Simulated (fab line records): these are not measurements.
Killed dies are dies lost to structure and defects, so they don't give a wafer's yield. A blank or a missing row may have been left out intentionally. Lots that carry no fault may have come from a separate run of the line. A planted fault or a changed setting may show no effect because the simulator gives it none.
fab line records -- flow n5Finfet -- part 1 of 2: steps 1 to 25 of 34
record lots=5, wafers=15, lastDay=18
route steps=1938 shown BEOL_M12@1640 BEOL_M13@1659
lots that met no fault: taken from a fault-free run of the same line
startH: hours from the record's opening day to when the first of the lot's shown wafers began -- waitH: how many hours have passed since the lot's step before this one -- " identical to the entry in the row above -- L1.1+2: a single row standing in for several wafers -- - either no value or no given start -- * or withheld: withheld -- < > ~ a bound
route shown NAME@n: names a module that has steps shown in the file, with the first one's number in the route -- usual: mean/standard deviation taken from wafers without a fault -- same: alike in all rows -- chamber/n: place in a boat -- sites: per-site readings -- _std_site: the standard deviation of these -- _edge_site: the outer-site mean with the inner-site mean subtracted -- radiusMm: for every site, how far away it sits from the centre of the wafer -- mask NAME#n: copy n -- behind: tool/chamber where the wafer was last shaped -- hold: reason for holding the lot/hours on hold/outcome of the hold -- device: names the non-switching transistor (n, p or np) -- end of line: at the end of the route, the tests of the same wafers -- a step with no rows: only its recipe -- killed: dies that structure and defects cost at the first sort, which is not the same as the wafer's yield -- map: the dies of a wafer, with x for killed, . for not killed, _ for no die there
set.NAME: the setting as run; set.NAME@STEP: as run at that earlier step -- model.NAME: the simulator's own value behind a step, which no gauge read
lots seen at some steps along the route; tables by step, rows by wafer
services: when a tool's chamber went out of use (startH, in hours from the record's first day, below 0 if earlier), for how many hours, and the reason
## steps
# step N5_BEOL_M12_STRIP_70
# recipe chemistry=C4F8/O2/Ar, resist=SiARC, rfFrequencyHz=6e+07
lot.wafer,tool,chamber,startH,waitH
L075.1+3+5,rieDiel-03,"3,2,3",265.18,0.1
L079.1+2+5,rieDiel-03,"1,0,3",282.62,0.1
L081.1+4+6,rieDiel-01,"2,3,2",287.49,0.1
L094.3+4+6,rieDiel-03,"1,3,1",389.43,0.1
L097.1+3+6,rieDiel-03,"3,1,2",396.35,0.1
# step N5_BEOL_M12_OCD_MEAS_35
# usual trenchDepthNm=316/5
lot.wafer,tool,chamber,startH,waitH,trenchDepthNm
L075.1,ocd-02,-,265.22,0.0,321
L075.3,ocd-02,-,265.22,0.0,311
L075.5,ocd-02,-,265.22,0.0,317
L079.1,ocd-02,-,282.66,0.0,314
L079.2,ocd-02,-,282.66,0.0,313
L079.5,ocd-02,-,282.66,0.0,321
L081.1,ocd-01,-,287.53,0.0,318
L081.4,ocd-01,-,287.53,0.0,316
L081.6,ocd-01,-,287.53,0.0,318
L094.3,ocd-01,-,389.47,0.0,310
L094.4,ocd-01,-,389.47,0.0,320
L094.6,ocd-01,-,389.47,0.0,313
L097.1,ocd-01,-,396.39,0.0,321
L097.3,ocd-01,-,396.39,0.0,315
L097.6,ocd-01,-,396.39,0.0,310
# step N5_BEOL_M12_STRIP_37
# recipe chemistry=N2/H2, powerW=1000, tempC=250, h2Frac=0.65, overashFraction=0.3, pressureMtorr=withheld, n2FlowSccm=1750, h2FlowSccm=3250
# usual drypumpMotorCurrentA=5.8/0.4, heaterPowerW=354/45, oesProductAu=0.788/0.0097
lot.wafer,tool,chamber,startH,waitH,drypumpMotorCurrentA,heaterPowerW,oesProductAu,rfHoursCounterH
L075.1,plasmaAsher-02,0,265.26,0.0,6.3,396,0.784,77
L075.3,plasmaAsher-02,1,265.26,0.0,5.2,391,0.793,-
L075.5,plasmaAsher-02,0,265.26,0.0,6.3,408,0.799,-
L079.1,plasmaAsher-02,1,282.70,0.0,5.2,391,0.800,80
L079.2,plasmaAsher-02,0,282.70,0.0,6.3,407,0.782,80
L079.5,plasmaAsher-02,1,282.70,0.0,5.2,394,0.793,-
L081.1,plasmaAsher-02,1,287.57,0.0,5.2,389,0.776,81
L081.4,plasmaAsher-02,1,287.57,0.0,5.2,386,0.801,-
L081.6,plasmaAsher-02,1,287.57,0.0,5.2,390,0.794,-
L094.3,plasmaAsher-02,0,389.53,0.1,6.3,392,0.793,-
L094.4,plasmaAsher-02,1,389.53,0.1,5.2,387,0.782,-
L094.6,plasmaAsher-02,0,389.53,0.1,6.3,399,0.799,-
L097.1,plasmaAsher-01,1,396.43,0.0,5.9,337,0.782,151
L097.3,plasmaAsher-01,0,396.43,0.0,5.7,292,0.796,-
L097.6,plasmaAsher-01,0,396.43,0.0,5.7,285,0.787,-
# step N5_BEOL_M12_ETCH_38
# recipe chemistry=CF4/N2, target=SiCN, targetDepthA=687, taperDeg=2, timeS=73.4, ionEnergyEv=150, maskMaterial=SiO2, pressureMtorr=40, sourceW=430, biasW=70, Ar_flow_sccm=100, cf4FlowSccm=60, n2FlowSccm=60
# usual drypumpMotorCurrentA=5.6/0.5, mfcArSccm=100.0/0.33, oesProductAu=0.77/0.07, rfVppV=383.3/1.8, showerheadPlenumPTorr=2.25/0.068, throttleValvePct=15.57/0.16
lot.wafer,tool,chamber,startH,waitH,drypumpMotorCurrentA,mfcArSccm,oesProductAu,rfHoursCounterH,rfVppV,showerheadPlenumPTorr,throttleValvePct
L075.1,rieDiel-01,0,266.33,-,6.4,99.3,0.78,121,381.2,2.22,15.31
L075.3,rieDiel-01,3,266.33,-,5.4,100.1,0.70,214,384.0,2.28,15.57
L075.5,rieDiel-01,0,266.33,-,6.4,99.4,0.77,-,382.4,2.22,15.32
L079.1,rieDiel-01,3,282.89,-,5.3,100.1,0.69,220,383.0,2.28,15.58
L079.2,rieDiel-01,0,282.89,-,6.3,100.3,0.76,128,382.9,2.22,15.34
L079.5,rieDiel-01,2,282.89,-,4.9,100.5,0.70,-,384.5,2.27,15.77
L081.1,rieDiel-03,3,289.05,-,6.4,100.7,0.94,22,384.5,2.36,15.43
L081.4,rieDiel-03,1,289.05,-,5.2,99.9,0.76,155,383.1,2.21,15.50
L081.6,rieDiel-03,2,289.05,-,5.3,99.7,0.72,-,383.4,2.21,15.83
L094.3,rieDiel-05,2,391.32,-,5.6,99.5,0.79,128,385.2,2.31,15.58
L094.4,rieDiel-05,1,391.32,-,5.7,99.8,0.79,-,381.2,2.12,15.49
L094.6,rieDiel-05,0,391.32,-,6.1,99.9,0.74,-,381.3,2.12,15.70
L097.1,rieDiel-03,1,396.71,-,5.2,99.8,0.73,187,384.8,2.19,15.57
L097.3,rieDiel-03,0,396.71,-,5.6,99.6,0.70,224,383.4,2.27,15.64
L097.6,rieDiel-03,2,396.71,-,5.3,100.3,0.70,-,380.6,2.20,15.91
# step N5_BEOL_M12_PRECLEAN_39
# recipe chemistry=residueRemover, timeS=60, tempC=40
# usual bathHeatDutyPct=4.6/0.59
lot.wafer,tool,chamber,startH,waitH,bathHeatDutyPct
L075.1,wetBench-06,2,266.46,0.1,4.7
L075.3,wetBench-06,1,266.46,0.1,5.3
L075.5,wetBench-06,5,266.46,0.1,4.8
L079.1,wetBench-06,1,283.02,0.1,5.1
L079.2,wetBench-06,4,283.02,0.1,3.4
L079.5,wetBench-06,7,283.02,0.1,3.8
L081.1,wetBench-06,2,289.18,0.1,3.7
L081.4,wetBench-06,3,289.18,0.1,5.4
L081.6,wetBench-06,4,289.18,0.1,3.5
L094.3,wetBench-02,7,391.45,0.1,4.8
L094.4,wetBench-02,6,391.45,0.1,4.7
L094.6,wetBench-02,5,391.45,0.1,5.1
L097.1,wetBench-06,2,396.85,0.1,4.5
L097.3,wetBench-06,6,396.85,0.1,5.8
L097.6,wetBench-06,1,396.85,0.1,4.6
# step N5_BEOL_M12_SRD_40
# recipe timeS=30, tempC=23, rinseLiquid=diw, dry=n2Spin, spinRpm=1500, dryTimeS=30
# usual bathHeatDutyPct=3.7/0.57
lot.wafer,tool,chamber,startH,waitH,bathHeatDutyPct
L075.1,wetBench-06,2,266.49,0.0,3.6
L075.3,wetBench-06,1,266.49,0.0,4.1
L075.5,wetBench-06,5,266.49,0.0,4.2
L079.1,wetBench-06,1,283.04,0.0,3.7
L079.2,wetBench-06,4,283.04,0.0,2.8
L079.5,wetBench-06,7,283.04,0.0,3.2
L081.1,wetBench-06,2,289.20,0.0,3.5
L081.4,wetBench-06,3,289.20,0.0,3.4
L081.6,wetBench-06,4,289.20,0.0,2.7
L094.3,wetBench-02,7,391.47,0.0,3.4
L094.4,wetBench-02,6,391.47,0.0,4.4
L094.6,wetBench-02,5,391.47,0.0,4.5
L097.1,wetBench-06,2,396.87,0.0,3.9
L097.3,wetBench-06,6,396.87,0.0,3.7
L097.6,wetBench-06,1,396.87,0.0,3.9
# step N5_BEOL_M12_DEGAS_41
# recipe ambient=vacuum, tempC=250, timeS=60
# usual heaterPowerW=317/23
lot.wafer,tool,chamber,startH,waitH,heaterPowerW
L075.1,pvdSputter-01,-,267.01,0.5,340
L075.3,pvdSputter-01,-,267.01,0.5,329
L075.5,pvdSputter-01,-,267.01,0.5,327
L079.1,pvdSputter-01,-,285.08,2.0,333
L079.2,pvdSputter-01,-,285.08,2.0,319
L079.5,pvdSputter-01,-,285.08,2.0,316
L081.1,pvdSputter-01,-,289.48,0.3,314
L081.4,pvdSputter-01,-,289.48,0.3,322
L081.6,pvdSputter-01,-,289.48,0.3,334
L094.3,pvdSputter-03,-,392.10,0.6,325
L094.4,pvdSputter-03,-,392.10,0.6,291
L094.6,pvdSputter-03,-,392.10,0.6,284
L097.1,pvdSputter-03,-,397.21,0.3,292
L097.3,pvdSputter-03,-,397.21,0.3,335
L097.6,pvdSputter-03,-,397.21,0.3,280
# step N5_BEOL_M12_PRE_CLEAN_42
# recipe gas=H2/He, timeS=30, tempC=250
# usual heaterPowerW=317/22
lot.wafer,tool,chamber,startH,waitH,heaterPowerW
L075.1,pvdSputter-01,-,267.05,0.0,336
L075.3,pvdSputter-01,-,267.05,0.0,322
L075.5,pvdSputter-01,-,267.05,0.0,322
L079.1,pvdSputter-01,-,285.12,0.0,333
L079.2,pvdSputter-01,-,285.12,0.0,319
L079.5,pvdSputter-01,-,285.12,0.0,322
L081.1,pvdSputter-01,-,289.52,0.0,308
L081.4,pvdSputter-01,-,289.52,0.0,324
L081.6,pvdSputter-01,-,289.52,0.0,331
L094.3,pvdSputter-03,-,392.14,0.0,319
L094.4,pvdSputter-03,-,392.14,0.0,290
L094.6,pvdSputter-03,-,392.14,0.0,290
L097.1,pvdSputter-03,-,397.25,0.0,284
L097.3,pvdSputter-03,-,397.25,0.0,319
L097.6,pvdSputter-03,-,397.25,0.0,278
# step N5_BEOL_M12_SPUTTER_43
# recipe material=TaN, targetThkA=150, tempC=50, biasV=168.6, powerW=15000, chamberPressurePa=0.12, timeS=24.19
# usual throttleValvePct=30.0/0.99
lot.wafer,tool,chamber,startH,waitH,throttleValvePct
L075.1,pvdSputter-01,-,267.09,0.0,30.6
L075.3,pvdSputter-01,-,267.09,0.0,31.6
L075.5,pvdSputter-01,-,267.09,0.0,31.9
L079.1,pvdSputter-01,-,285.16,0.0,30.5
L079.2,pvdSputter-01,-,285.16,0.0,30.8
L079.5,pvdSputter-01,-,285.16,0.0,29.1
L081.1,pvdSputter-01,-,289.56,0.0,30.6
L081.4,pvdSputter-01,-,289.56,0.0,29.5
L081.6,pvdSputter-01,-,289.56,0.0,30.7
L094.3,pvdSputter-03,-,392.18,0.0,28.9
L094.4,pvdSputter-03,-,392.18,0.0,30.2
L094.6,pvdSputter-03,-,392.18,0.0,30.4
L097.1,pvdSputter-03,-,397.29,0.0,30.4
L097.3,pvdSputter-03,-,397.29,0.0,28.7
L097.6,pvdSputter-03,-,397.29,0.0,30.3
# step N5_BEOL_M12_SPUTTER_44
# recipe material=Ta, targetThkA=100, tempC=50, biasV=80, powerW=15000, chamberPressurePa=0.07, timeS=16.13
# usual throttleValvePct=30.0/1
lot.wafer,tool,chamber,startH,waitH,throttleValvePct
L075.1,pvdSputter-01,-,267.17,0.0,30.7
L075.3,pvdSputter-01,-,267.17,0.0,31.6
L075.5,pvdSputter-01,-,267.17,0.0,31.8
L079.1,pvdSputter-01,-,285.24,0.0,30.5
L079.2,pvdSputter-01,-,285.24,0.0,31.0
L079.5,pvdSputter-01,-,285.24,0.0,29.3
L081.1,pvdSputter-01,-,289.64,0.0,30.9
L081.4,pvdSputter-01,-,289.64,0.0,29.2
L081.6,pvdSputter-01,-,289.64,0.0,30.9
L094.3,pvdSputter-03,-,392.26,0.0,28.5
L094.4,pvdSputter-03,-,392.26,0.0,30.6
L094.6,pvdSputter-03,-,392.26,0.0,30.1
L097.1,pvdSputter-03,-,397.37,0.0,30.3
L097.3,pvdSputter-03,-,397.37,0.0,28.4
L097.6,pvdSputter-03,-,397.37,0.0,30.3
# step N5_BEOL_M12_SPUTTER_45
# recipe material=Cu, targetThkA=800, tempC=-20, biasV=60, powerW=26000, chamberPressurePa=0.13, timeS=13.33
# usual throttleValvePct=30.0/1
lot.wafer,tool,chamber,startH,waitH,throttleValvePct
L075.1,pvdSputter-01,-,267.25,0.0,30.6
L075.3,pvdSputter-01,-,267.25,0.0,31.8
L075.5,pvdSputter-01,-,267.25,0.0,31.6
L079.1,pvdSputter-01,-,285.32,0.0,30.7
L079.2,pvdSputter-01,-,285.32,0.0,31.0
L079.5,pvdSputter-01,-,285.32,0.0,29.4
L081.1,pvdSputter-01,-,289.72,0.0,30.7
L081.4,pvdSputter-01,-,289.72,0.0,29.0
L081.6,pvdSputter-01,-,289.72,0.0,30.7
L094.3,pvdSputter-03,-,392.34,0.0,28.9
L094.4,pvdSputter-03,-,392.34,0.0,30.6
L094.6,pvdSputter-03,-,392.34,0.0,30.3
L097.1,pvdSputter-03,-,397.45,0.0,30.2
L097.3,pvdSputter-03,-,397.45,0.0,28.7
L097.6,pvdSputter-03,-,397.45,0.0,30.3
# step N5_BEOL_M12_ECD_47
# recipe material=Cu, targetThkA=7200
lot.wafer,tool,chamber,startH,waitH
L075.1+3+5,ecdCu-02,"1,1,0",267.37,0.1
L079.1+2+5,ecdCu-02,"1,0,1",285.43,0.1
L081.1+4+6,ecdCu-01,"1,0,0",289.83,0.1
L094.3+4+6,ecdCu-02,"1,0,1",392.50,0.1
L097.1+3+6,ecdCu-02,"0,1,0",397.57,0.1
# step N5_BEOL_M12_ANNEAL_48
# recipe tempC=225, timeS=90, ambient=N2
# usual wafer_temp_C_max=225.95/0.24
lot.wafer,tool,chamber,startH,waitH,wafer_temp_C_max
L075.1,rtpAnneal-02,0,267.51,0.1,225.45
L075.3,rtpAnneal-02,0,267.51,0.1,225.72
L075.5,rtpAnneal-02,0,267.51,0.1,225.79
L079.1,rtpAnneal-01,0,285.75,0.3,225.84
L079.2,rtpAnneal-01,0,285.75,0.3,225.96
L079.5,rtpAnneal-01,0,285.75,0.3,226.09
L081.1,rtpAnneal-01,0,289.98,0.1,226.25
L081.4,rtpAnneal-01,0,289.98,0.1,226.13
L081.6,rtpAnneal-01,0,289.98,0.1,225.94
L094.3,rtpAnneal-02,0,392.69,0.2,226.05
L094.4,rtpAnneal-02,0,392.69,0.2,226.43
L094.6,rtpAnneal-02,0,392.69,0.2,226.36
L097.1,rtpAnneal-02,0,397.71,0.1,225.98
L097.3,rtpAnneal-02,0,397.71,0.1,226.01
L097.6,rtpAnneal-02,0,397.71,0.1,225.69
# step N5_BEOL_M12_CMP_49
# recipe stopOn=SiOC, tOverpolishS=20.6, downForcePsi=1, platenRpm=50, clearingPlatenDownForcePsi=1.5, clearingPlatenRpm=50, postCmpClean=cuAlkaline, targetThkNm=320, clearingPlatenPadVelocityMS=0.99484, padVelocityMS=0.99484
# usual barrierFieldEndpointS=30.4/0.88, edgeZonePressureFrac=1.000/0.0047, motorCurrentA=6.0/0.45, overpolishRunS=20.599/0.0097, platenRpm=50.01/0.035, retainingRingPressureFrac=0.999/0.0046
lot.wafer,tool,chamber,startH,waitH,barrierFieldEndpointS,edgeZonePressureFrac,motorCurrentA,overpolishRunS,platenRpm,retainingRingPressureFrac
L075.3,cmp-03,2,267.85,0.2,29.1,0.998,6.4,20.610,50.02,1.002
L075.1,cmp-03,0,267.85,0.2,29.8,1.004,5.7,20.596,49.99,1.002
L075.5,cmp-03,1,267.85,0.2,29.9,0.998,5.8,20.589,50.03,0.995
L079.2,cmp-03,1,286.37,0.4,30.0,1.001,6.2,20.602,49.99,1.002
L079.1,cmp-03,3,286.37,0.4,29.2,0.990,5.5,20.608,49.96,1.001
L079.5,cmp-03,0,286.37,0.4,29.5,1.007,5.6,20.602,50.09,1.001
L081.4,cmp-03,0,290.54,0.2,29.9,0.997,5.6,20.601,50.02,0.998
L081.1,cmp-03,2,290.54,0.2,30.3,1.001,6.1,20.594,50.01,1.000
L081.6,cmp-03,0,290.54,0.2,31.3,0.992,5.6,20.588,50.00,0.997
L094.3,cmp-03,2,392.98,0.2,30.3,1.000,6.0,20.604,50.05,0.999
L094.4,cmp-03,3,392.98,0.2,29.7,0.993,5.5,20.587,49.97,0.993
L094.6,cmp-03,0,392.98,0.2,30.9,0.998,5.5,20.585,50.08,0.992
L097.3,cmp-04,3,398.09,0.2,30.1,1.006,5.9,20.597,49.98,0.996
L097.1,cmp-04,0,398.09,0.2,29.7,1.005,7.1,20.588,50.03,0.998
L097.6,cmp-04,2,398.09,0.2,29.2,0.995,6.8,20.592,49.99,1.006
# step N5_BEOL_M12_THK_MEAS_50
# recipe thkMeasGauge=xrf, reads=Cu_of_BEOL_M12_ECD_47
# usual M12_THK=318/6
lot.wafer,tool,chamber,startH,waitH,M12_THK[nm]
L075.1,filmMetro-02,-,268.10,-,321
L075.3,filmMetro-02,-,268.10,-,309
L075.5,filmMetro-02,-,268.10,-,318
L079.1,filmMetro-02,-,286.62,-,317
L079.2,filmMetro-02,-,286.62,-,318
L079.5,filmMetro-02,-,286.62,-,326
L081.1,filmMetro-02,-,290.84,-,322
L081.4,filmMetro-02,-,290.84,-,321
L081.6,filmMetro-02,-,290.84,-,322
L094.3,filmMetro-02,-,393.20,-,314
L094.4,filmMetro-02,-,393.20,-,323
L094.6,filmMetro-02,-,393.20,-,319
L097.1,filmMetro-02,-,398.31,-,330
L097.3,filmMetro-02,-,398.31,-,320
L097.6,filmMetro-02,-,398.31,-,316
# step N5_BEOL_M12_PRE_CLEAN_52
# recipe gas=NH3, timeS=15, tempC=withheld, rfPowerW=300
lot.wafer,tool,chamber,startH,waitH,sinceWetCleanH
L075.1,pecvd-01,0,268.14,0.0,1153
L075.3,pecvd-01,2,268.14,0.0,399
L075.5,pecvd-01,1,268.14,0.0,-
L079.1,pecvd-03,1,286.66,0.0,1534
L079.2,pecvd-03,0,286.66,0.0,809
L079.5,pecvd-03,2,286.66,0.0,-
L081.1,pecvd-02,1,290.88,0.0,1720
L081.4,pecvd-02,1,290.88,0.0,-
L081.6,pecvd-02,1,290.88,0.0,-
L094.3,pecvd-03,0,393.23,0.0,916
L094.4,pecvd-03,2,393.23,0.0,-
L094.6,pecvd-03,0,393.23,0.0,-
L097.1,pecvd-01,2,398.34,0.0,529
L097.3,pecvd-01,1,398.34,0.0,2008
L097.6,pecvd-01,1,398.34,0.0,-
# step N5_BEOL_M12_DEP_53
# recipe material=SiCN, targetThkA=300, tempC=withheld, precursor=3MS/NH3, pressureTorr=3, rfW=675, timeS=10.5
# usual showerheadPlenumPTorr=4.160/0.017, throttleValvePct=17.8/0.59
lot.wafer,tool,chamber,startH,waitH,showerheadPlenumPTorr,sinceWetCleanH,throttleValvePct
L075.1,pecvd-01,0,268.17,0.0,4.192,1153,18.5
L075.3,pecvd-01,2,268.17,0.0,4.153,399,17.8
L075.5,pecvd-01,1,268.17,0.0,4.136,-,18.5
L079.1,pecvd-03,1,286.68,0.0,4.158,1534,17.9
L079.2,pecvd-03,0,286.68,0.0,4.153,809,17.2
L079.5,pecvd-03,2,286.68,0.0,4.167,-,17.2
L081.1,pecvd-02,1,290.91,0.0,4.162,1720,18.0
L081.4,pecvd-02,1,290.91,0.0,4.135,-,18.2
L081.6,pecvd-02,1,290.91,0.0,4.159,-,18.2
L094.3,pecvd-03,0,393.26,0.0,4.161,916,17.3
L094.4,pecvd-03,2,393.26,0.0,4.162,-,17.5
L094.6,pecvd-03,0,393.26,0.0,4.156,-,17.4
L097.1,pecvd-01,2,398.37,0.0,4.147,529,17.8
L097.3,pecvd-01,1,398.37,0.0,4.144,2008,18.7
L097.6,pecvd-01,1,398.37,0.0,4.144,-,18.8
# step N5_BEOL_M12_RS_MEAS_54
# recipe thkMeasGauge=four-point-probe, reads=Cu_of_BEOL_M12_ECD_47+Ta_of_BEOL_M12_SPUTTER_44+TaN_of_BEOL_M12_SPUTTER_43
# usual M12_RS=0.0605/0.001
lot.wafer,tool,chamber,startH,waitH,M12_RS[ohm/sq]
L075.1,filmMetro-02,-,268.23,0.0,0.0599
L075.3,filmMetro-02,-,268.23,0.0,0.0621
L075.5,filmMetro-02,-,268.23,0.0,0.0603
L079.1,filmMetro-01,-,286.75,0.0,0.0613
L079.2,filmMetro-01,-,286.75,0.0,0.0609
L079.5,filmMetro-01,-,286.75,0.0,0.0596
L081.1,filmMetro-02,-,290.99,0.1,0.0601
L081.4,filmMetro-02,-,290.99,0.1,0.0602
L081.6,filmMetro-02,-,290.99,0.1,0.0600
L094.3,filmMetro-02,-,393.32,0.0,0.0617
L094.4,filmMetro-02,-,393.32,0.0,0.0599
L094.6,filmMetro-02,-,393.32,0.0,0.0608
L097.1,filmMetro-02,-,398.43,0.0,0.0593
L097.3,filmMetro-02,-,398.43,0.0,0.0611
L097.6,filmMetro-02,-,398.43,0.0,0.0620
# step N5_BEOL_M12_INSPECT_55
# recipe inspectInstrument=darkfield, mode=postDep
# usual rawDefectCount=68/22
lot.wafer,tool,chamber,startH,waitH,rawDefectCount
L075.1,defectInspect-01,-,268.25,0.0,94
L075.3,defectInspect-01,-,268.25,0.0,44
L075.5,defectInspect-01,-,268.25,0.0,66
L079.1,defectInspect-01,-,286.77,0.0,105
L079.2,defectInspect-01,-,286.77,0.0,61
L079.5,defectInspect-01,-,286.77,0.0,52
L081.1,defectInspect-02,-,291.02,0.0,123
L081.4,defectInspect-02,-,291.02,0.0,89
L081.6,defectInspect-02,-,291.02,0.0,66
L094.3,defectInspect-02,-,393.35,0.0,83
L094.4,defectInspect-02,-,393.35,0.0,86
L094.6,defectInspect-02,-,393.35,0.0,50
L097.1,defectInspect-02,-,398.46,0.0,61
L097.3,defectInspect-02,-,398.46,0.0,67
L097.6,defectInspect-02,-,398.46,0.0,76
# step N5_BEOL_M13_ILD_DEP_00
# recipe material=SiOC, targetThkA=8379.2, tempC=350, precursor=DEMS/O2, pressureTorr=5, rfW=500, timeS=166.4
# usual heaterPowerW=473/75, showerheadPlenumPTorr=5.699/0.015, throttleValvePct=12.3/0.77
lot.wafer,tool,chamber,startH,waitH,heaterPowerW,showerheadPlenumPTorr,sinceWetCleanH,throttleValvePct
L075.1,pecvd-04,0,268.29,0.0,404,5.698,1335,12.0
L075.3,pecvd-04,2,268.29,0.0,596,5.689,581,12.2
L075.5,pecvd-04,1,268.29,0.0,430,5.720,-,14.1
L079.1,pecvd-01,0,286.81,0.0,574,5.711,1172,12.2
L079.2,pecvd-01,1,286.81,0.0,493,5.676,1897,12.7
L079.5,pecvd-01,1,286.81,0.0,539,5.684,-,12.5
L081.1,pecvd-04,1,291.05,0.0,359,5.719,2082,14.0
L081.4,pecvd-04,1,291.05,0.0,396,5.716,-,13.8
L081.6,pecvd-04,2,291.05,0.0,568,5.677,-,12.4
L094.3,pecvd-02,1,393.38,0.0,558,5.705,1822,12.1
L094.4,pecvd-02,1,393.38,0.0,583,5.700,-,12.0
L094.6,pecvd-02,2,393.38,0.0,356,5.691,-,11.3
L097.1,pecvd-02,2,398.49,0.0,397,5.693,348,11.3
L097.3,pecvd-02,0,398.49,0.0,532,5.692,1102,11.4
L097.6,pecvd-02,1,398.49,0.0,536,5.688,-,12.1
# step N5_BEOL_M13_THK_MEAS_01
# recipe reads=SiOC_of_BEOL_M13_ILD_DEP_00
# usual M13_ILD_THK=841/11
lot.wafer,tool,chamber,startH,waitH,M13_ILD_THK[nm]
L075.1,filmMetro-02,-,268.44,0.1,830
L075.3,filmMetro-02,-,268.44,0.1,823
L075.5,filmMetro-02,-,268.44,0.1,844
L079.1,filmMetro-02,-,286.96,0.1,836
L079.2,filmMetro-02,-,286.96,0.1,834
L079.5,filmMetro-02,-,286.96,0.1,853
L081.1,filmMetro-02,-,291.21,0.1,833
L081.4,filmMetro-02,-,291.21,0.1,838
L081.6,filmMetro-02,-,291.21,0.1,841
L094.3,filmMetro-01,-,393.54,0.1,850
L094.4,filmMetro-01,-,393.54,0.1,870
L094.6,filmMetro-01,-,393.54,0.1,859
L097.1,filmMetro-01,-,398.65,0.1,829
L097.3,filmMetro-01,-,398.65,0.1,814
L097.6,filmMetro-01,-,398.65,0.1,859
# step N5_BEOL_M13_COAT_58
# recipe resist=BARC, tempC=205, timeS=60, spinRpm=1500, resistThkNm=89
lot.wafer,tool,chamber,startH,waitH
L075.1+3+5,lithoTrack-01,0,268.47,0.0
L079.1+2+5,lithoTrack-01,0,286.99,0.0
L081.1+4+6,lithoTrack-01,0,291.24,0.0
L094.3+4+6,lithoTrack-01,0,393.57,0.0
L097.1+3+6,lithoTrack-03,0,398.68,0.0
# step N5_BEOL_M13_COAT_04
# recipe spinRpm=1625, resistThkNm=400
lot.wafer,tool,chamber,startH,waitH
L075.1+3+5,lithoTrack-01,0,-,-
L079.1+2+5,lithoTrack-01,0,-,-
L081.1+4+6,lithoTrack-01,0,-,-
L094.3+4+6,lithoTrack-01,0,-,-
L097.1+3+6,lithoTrack-03,0,-,-
# step N5_BEOL_M13_EBR_06
# recipe solvent=PGMEA, ebrWidthMm=1.5
lot.wafer,tool,chamber,startH,waitH
L075.1+3+5,lithoTrack-01,0,-,-
L079.1+2+5,lithoTrack-01,0,-,-
L081.1+4+6,lithoTrack-01,0,-,-
L094.3+4+6,lithoTrack-01,0,-,-
L097.1+3+6,lithoTrack-03,0,-,-
# step N5_BEOL_M13_SOFTBAKE_05
# recipe tempC=130, timeS=60
lot.wafer,tool,chamber,startH,waitH
L075.1+3+5,lithoTrack-01,0,-,-
L079.1+2+5,lithoTrack-01,0,-,-
L081.1+4+6,lithoTrack-01,0,-,-
L094.3+4+6,lithoTrack-01,0,-,-
L097.1+3+6,lithoTrack-03,0,-,-
